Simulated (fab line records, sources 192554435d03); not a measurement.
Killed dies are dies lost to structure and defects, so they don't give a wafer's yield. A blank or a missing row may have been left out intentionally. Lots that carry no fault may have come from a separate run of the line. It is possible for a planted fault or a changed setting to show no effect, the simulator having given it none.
fab line records | flow n5_finfet
record lots=7 | wafers=21
route steps=1938 shown BEOL_M13@1673 BEOL_M14@1770 BEOL_M15@1820 TV_OPEN@1888
start_h: the number of hours between the record's first day and the start of the first shown wafer of the lot | wait_h: time in hours since the lot's previous step | " unchanged from the row above | L1.1+2: several wafers, shown together as one row | - either no value or no given start | * or withheld: withheld | < > ~ a bound
route shown NAME@n: a module of which the file shows steps, and the number in the route of the first | usual: the fault-free wafers' mean and standard deviation | same: alike in all rows | chamber/n: place in a boat | sites: readings site by site | _std_site: the standard deviation of these | _edge_site: the outer-site mean with the inner-site mean subtracted | radius_mm: for every site, how far away it sits from the centre of the wafer | mask NAME#n: copy n | behind: tool/chamber where the wafer was last shaped | hold: cause of the lot's hold/its duration in hours/its outcome | device: which transistor (n, p or np) failed to switch | end of line: the route-end tests of the same wafers | a step given without rows: its recipe and nothing more | killed: not the wafer's yield, but the dies lost to structure and defects at the first sort | map: the dies of a wafer, with x for killed, . for not killed, _ for no die there
set.NAME: the setting as run; set.NAME@STEP: as run at that earlier step | model.NAME: the simulator's own value behind a step, which no gauge read
lots with deliberately changed settings; one table per step, one row per wafer
## steps
# step N5_BEOL_M13_ETCH_59
# recipe chemistry=N2/H2 | target=BARC | target_depth_a=890 | overetch_a=267 | time_s=67.9 | ion_energy_ev=200 | pressure_mtorr=30 | source_w=840 | bias_w=150 | n2_flow_sccm=200 | h2_flow_sccm=200
lot.wafer | tool        | chamber | start_h | wait_h | set.time_s | model.coat_of_BEOL_M13_COAT_04.thk_nm
L076.3    | rie_diel-05 | 2       | 259.55  | 0.0    | 67.9       | 319.2
L076.4    | "           | 0       | "       | "      | 67.9       | 319.8
L076.5    | "           | 3       | "       | "      | 67.9       | 314.4
L079.1    | rie_diel-05 | 3       | 326.60  | 0.0    | 67.9       | 317.2
L079.5    | "           | 3       | "       | "      | 67.9       | 317
L079.6    | "           | 2       | "       | "      | 62.07      | 326.8
L085.1    | rie_diel-03 | 2       | 335.73  | 0.0    | 53.99      | 330.8
L085.3    | "           | 0       | "       | "      | 67.9       | 319.8
L085.5    | "           | 1       | "       | "      | 67.9       | 324.8
L087.3    | rie_diel-05 | 0       | 339.40  | 0.0    | 67.9       | 319.2
L087.4    | "           | 2       | "       | "      | 67.9       | 318.8
L087.5    | "           | 3       | "       | "      | 67.9       | 316.6
L086.1    | rie_diel-05 | 1       | 344.91  | 0.0    | 81.54      | 306.2
L086.2    | "           | 3       | "       | "      | 67.9       | 318.8
L086.3    | "           | 2       | "       | "      | 67.9       | 320.4
L088.3    | rie_diel-05 | 1       | 355.78  | 0.0    | 67.9       | 318
L088.4    | "           | 0       | "       | "      | 61.99      | 325
L088.5    | "           | 3       | "       | "      | 67.9       | 315.8
L089.1    | rie_diel-05 | 1       | 356.36  | 0.0    | 67.9       | 317.8
L089.4    | "           | 1       | "       | "      | 67.9       | 316.6
L089.5    | "           | 0       | "       | "      | 63.56      | 322.8
# step N5_BEOL_M14_DEP_53
# recipe material=SiCN | target_thk_a=500 | temp_c=withheld | precursor=3MS/NH3 | pressure_torr=3 | rf_w=675 | time_s=17.8
lot.wafer | tool     | chamber | start_h | wait_h | set.time_s | model.SiCN_of_BEOL_M14_DEP_53.thk_nm
L076.3    | pecvd-02 | 1       | 269.92  | 0.0    | 15.78      | 44.4
L076.4    | "        | 0       | "       | "      | 15.78      | 45.4
L076.5    | "        | 0       | "       | "      | 17.8       | 50.4
L079.1    | pecvd-01 | 0       | 339.86  | 0.0    | 20.37      | 56.2
L079.5+6  | "        | 0,1     | "       | "      | 17.8       | 50.8
L085.1    | pecvd-02 | 1       | 354.54  | 0.0    | 20.24      | 55.6
L085.3    | "        | 0       | "       | "      | 17.8       | 49.2
L085.5    | "        | 1       | "       | "      | 17.8       | 49.4
L087.3    | pecvd-01 | 1       | 357.06  | 0.0    | 17.8       | 49.4
L087.4    | "        | 2       | "       | "      | 17.8       | 50
L087.5    | "        | 1       | "       | "      | 17.8       | 50.6
L086.1+2  | pecvd-04 | 0,1     | 360.67  | 0.0    | 17.8       | 49
L086.3    | "        | 2       | "       | "      | 16.16      | 44
L088.3    | pecvd-02 | 1       | 367.21  | 0.0    | 17.8       | 48.8
L088.4    | "        | 2       | "       | "      | 17.8       | 51
L088.5    | "        | 1       | "       | "      | 15.51      | 43.8
L089.1    | pecvd-04 | 1       | 375.77  | 0.0    | 15.43      | 42.8
L089.4    | "        | 2       | "       | "      | 17.8       | 50
L089.5    | "        | 1       | "       | "      | 15.43      | 43.6
# step N5_BEOL_M15_SPUTTER_44
# recipe material=Ta | target_thk_a=150 | temp_c=50 | bias_v=80 | power_w=15000 | chamber_pressure_pa=0.07 | time_s=24.19
lot.wafer | tool           | chamber | start_h | wait_h | set.power_w | model.Ta_of_BEOL_M15_SPUTTER_44.thk_nm
L076.3+4  | pvd_sputter-02 | -       | 280.74  | 0.0    | 12470       | 12.6
L076.5    | "              | -       | "       | "      | 12470       | 12.4
L079.1+6  | pvd_sputter-03 | -       | 343.71  | 0.0    | 15000       | 15
L079.5    | "              | -       | "       | "      | 15000       | 15.2
L085.1    | pvd_sputter-03 | -       | 360.27  | 0.0    | 17220       | 17.4
L085.3    | "              | -       | "       | "      | 17220       | 17.2
L085.5    | "              | -       | "       | "      | 15000       | 15
L086.1+3  | pvd_sputter-02 | -       | 370.15  | 0.0    | 15000       | 15
L086.2    | "              | -       | "       | "      | 15830       | 15.8
L087.3+5  | pvd_sputter-02 | -       | 371.79  | 0.0    | 15000       | 14.8
L087.4    | "              | -       | "       | "      | 15000       | 14.6
L088.3+4  | pvd_sputter-01 | -       | 372.82  | 0.0    | 15000       | 15.2
L088.5    | "              | -       | "       | "      | 15000       | 15
L089.1    | pvd_sputter-02 | -       | 383.37  | 0.0    | 15000       | 14.8
L089.4+5  | "              | -       | "       | "      | 12840       | 12.8
# step N5_PASSIVATION_VIA_ETCH_13
# recipe chemistry=CHF3/O2 | target=SiO2 | target_depth_a=6600 | CHF3_flow_sccm=50 | O2_flow_sccm=5 | Ar_flow_sccm=200 | time_s=330 | mask_material=PR | pressure_mtorr=30 | source_w=650 | bias_w=170 | ion_energy_ev=200 | ends=cleared
# usual rf_vpp_V=526/6.7
lot.wafer | tool        | chamber | start_h | wait_h | set.bias_w | rf_vpp_V
L076.3    | rie_diel-05 | 2       | 290.87  | 0.0    | 191.4      | 562
L076.4    | "           | 0       | "       | "      | 191.4      | 592
L076.5    | "           | 3       | "       | "      | 170        | 526
L079.1    | rie_diel-03 | 0       | 353.63  | 0.0    | 189.1      | 578
L079.5    | "           | 1       | "       | "      | 189.1      | 570
L079.6    | "           | 2       | "       | "      | 170        | 529
L085.1    | rie_diel-05 | 3       | 370.14  | 0.0    | 170        | 525
L085.3    | "           | 1       | "       | "      | 170        | 526
L085.5    | "           | 0       | "       | "      | 170        | 537
L087.3    | rie_diel-05 | 2       | 381.66  | 0.0    | 170        | 518
L087.4    | "           | 1       | "       | "      | 170        | 526
L087.5    | "           | 3       | "       | "      | 170        | 525
L088.3    | rie_diel-05 | 1       | 382.36  | 0.0    | 170        | 526
L088.4    | "           | 2       | "       | "      | 192.9      | 573
L088.5    | "           | 2       | "       | "      | 192.9      | 574
L086.1    | rie_diel-06 | 2       | 382.70  | 0.0    | 185.6      | 571
L086.2    | "           | 3       | "       | "      | 185.6      | 553
L086.3    | "           | 1       | "       | "      | 170        | 523
L089.1    | rie_diel-03 | 3       | 390.99  | 0.0    | 170        | 528
L089.4    | "           | 2       | "       | "      | 170        | 527
L089.5    | "           | 0       | "       | "      | 186.5      | 572
## key
split step=N5_BEOL_M13_ETCH_59 | setting=time_s | stated=67.9 | by=wafer
response step=N5_BEOL_M13_ETCH_59 | reading=model.coat_of_BEOL_M13_COAT_04.thk_nm | change=-0.624 | per=1% | r=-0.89
split step=N5_BEOL_M14_DEP_53 | setting=time_s | stated=17.8 | by=wafer
response step=N5_BEOL_M14_DEP_53 | reading=model.SiCN_of_BEOL_M14_DEP_53.thk_nm | change=+0.464 | per=1% | r=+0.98
split step=N5_BEOL_M15_SPUTTER_44 | setting=power_w | stated=15000 | by=wafer
response step=N5_BEOL_M15_SPUTTER_44 | reading=model.Ta_of_BEOL_M15_SPUTTER_44.thk_nm | change=+0.147 | per=1% | r=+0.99
split step=N5_PASSIVATION_VIA_ETCH_13 | setting=bias_w | stated=170 | by=wafer
response step=N5_PASSIVATION_VIA_ETCH_13 | reading=rf_vpp_V | change=+3.99 | per=1% | r=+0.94
